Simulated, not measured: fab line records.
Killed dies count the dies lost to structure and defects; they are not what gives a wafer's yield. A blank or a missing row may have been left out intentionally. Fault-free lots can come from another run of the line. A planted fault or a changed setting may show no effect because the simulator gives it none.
2 desks, one fault | flow n5Finfet | every desk sees just its own numbers, and what lay behind them comes last

== METROLOGY DESK ==
What the gauges read, lot by lot, whatever tool the lot ran on: means of the sampled wafers that have a number. The brackets show how far a lot's mean lies from the usual mean; more than 4 standard deviations puts the lot out of limits, marked OUT. It has 11 readings, of which 7 appear: the earliest out of limits, and the ones furthest out on some lot.
Columns: A = cdNm at N5_BEOL_M0_SAQP_CD_MEAS_29, usual 14.98 nm; B = DIBL_N at N5_BEOL_M4_RC_MEAS_101, usual 36.1 mV/V; C = DIBL_P at N5_BEOL_M4_RC_MEAS_101, usual 36.1 mV/V; D = IOFF_N at N5_BEOL_M4_RC_MEAS_101, usual 0.159 nA/um; E = SS_N at N5_BEOL_M4_RC_MEAS_101, usual 71.5 mV/dec; F = SS_P at N5_BEOL_M4_RC_MEAS_101, usual 73.3 mV/dec; G = VT_N at N5_BEOL_M4_RC_MEAS_101, usual 249 mV
lot  | first seen here | A               | B    | C    | D     | E    | F    | G
L788 | day 5 19:41     | 15.08           | 36.5 | 36.8 | 0.137 | 71.7 | 73.1 | 252
L793 | day 7 01:22     | 14.78           | 35.9 | 36.2 | 0.157 | 71.6 | 73.3 | 249
L795 | day 7 11:40     | 14.94           | 38.7 | 38.2 | 0.213 | 72.0 | 74.1 | 247
L796 | day 7 21:49     | 19.55 (+21) OUT | 37.6 | 37.6 | 0.164 | 71.9 | 73.8 | 252
L801 | day 9 00:09     | 21.71 (+31) OUT | 36.7 | 38.0 | 0.168 | 71.7 | 73.1 | 249
L804 | day 9 16:55     | 19.39 (+20) OUT | 33.5 | 33.0 | 0.120 | 70.7 | 72.5 | 254
L805 | day 9 23:47     | 14.97           | 36.4 | 37.4 | 0.162 | 72.0 | 73.6 | 251
L806 | day 10 05:38    | 15.07           | 36.3 | 37.8 | 0.182 | 72.1 | 73.8 | 246
L807 | day 10 13:49    | 15.19           | 36.7 | 38.9 | 0.185 | 72.1 | 74.5 | 249
Finding of this desk: L796, L801, L804 out of limits; the first was L796 at day 7 21:49, on cdNm at N5_BEOL_M0_SAQP_CD_MEAS_29. L788, L793, L795, L805, L806, L807 stayed within limits.

== DESK OF THE TOOL OWNER: aldSin-04 ==
The tool's own readings at N5_BEOL_M0_SAQP_SPACER2_ALD_26 (deposits SiO2, target thk 15 nm, pulse time 1 s, purge time 2 s): means of the sampled wafers that have a number, for each lot that ran on this tool. The brackets show how far a lot's mean lies from the usual mean; more than 4 standard deviations puts the lot out of limits, marked OUT.
Columns: A = chamberPressureTorr at N5_BEOL_M0_SAQP_SPACER2_ALD_26, usual 2.000 Torr; B = heaterPowerW at N5_BEOL_M0_SAQP_SPACER2_ALD_26, usual 460 W; C = precursorPulseHeightRel at N5_BEOL_M0_SAQP_SPACER2_ALD_26, usual 0.997
lot  | first seen here | A     | B   | C
L788 | day 5 18:56     | 1.996 | 505 | 0.996
L793 | day 7 00:37     | 2.000 | 463 | 0.995
L795 | day 7 10:55     | 2.001 | 438 | 0.983
L796 | day 7 21:02     | 2.001 | 464 | 1.010
L801 | day 8 23:15     | 1.997 | 506 | 0.986
L804 | day 9 16:10     | 2.002 | 460 | 0.993
This desk found nothing out of limits on any of the 6 lots.

== BROUGHT TOGETHER ==
An alarm was possible from the metrology desk at day 7 21:49, on L796, L801, L804.
Nothing out of limits was seen by the tool owner's desk.
On record at the tool owner's desk: L796, L801, L804, within its limits.
Every lot named ran N5_BEOL_M0_SAQP_SPACER2_ALD_26 on aldSin-04.

== WHAT THE SIMULATOR HAD INSERTED ==
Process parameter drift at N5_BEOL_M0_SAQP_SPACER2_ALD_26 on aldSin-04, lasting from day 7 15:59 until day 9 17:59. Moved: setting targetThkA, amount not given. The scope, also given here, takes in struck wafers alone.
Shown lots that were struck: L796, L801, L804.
Hours from the fault's start to each desk's first reading out of limits: the metrology desk, 6.
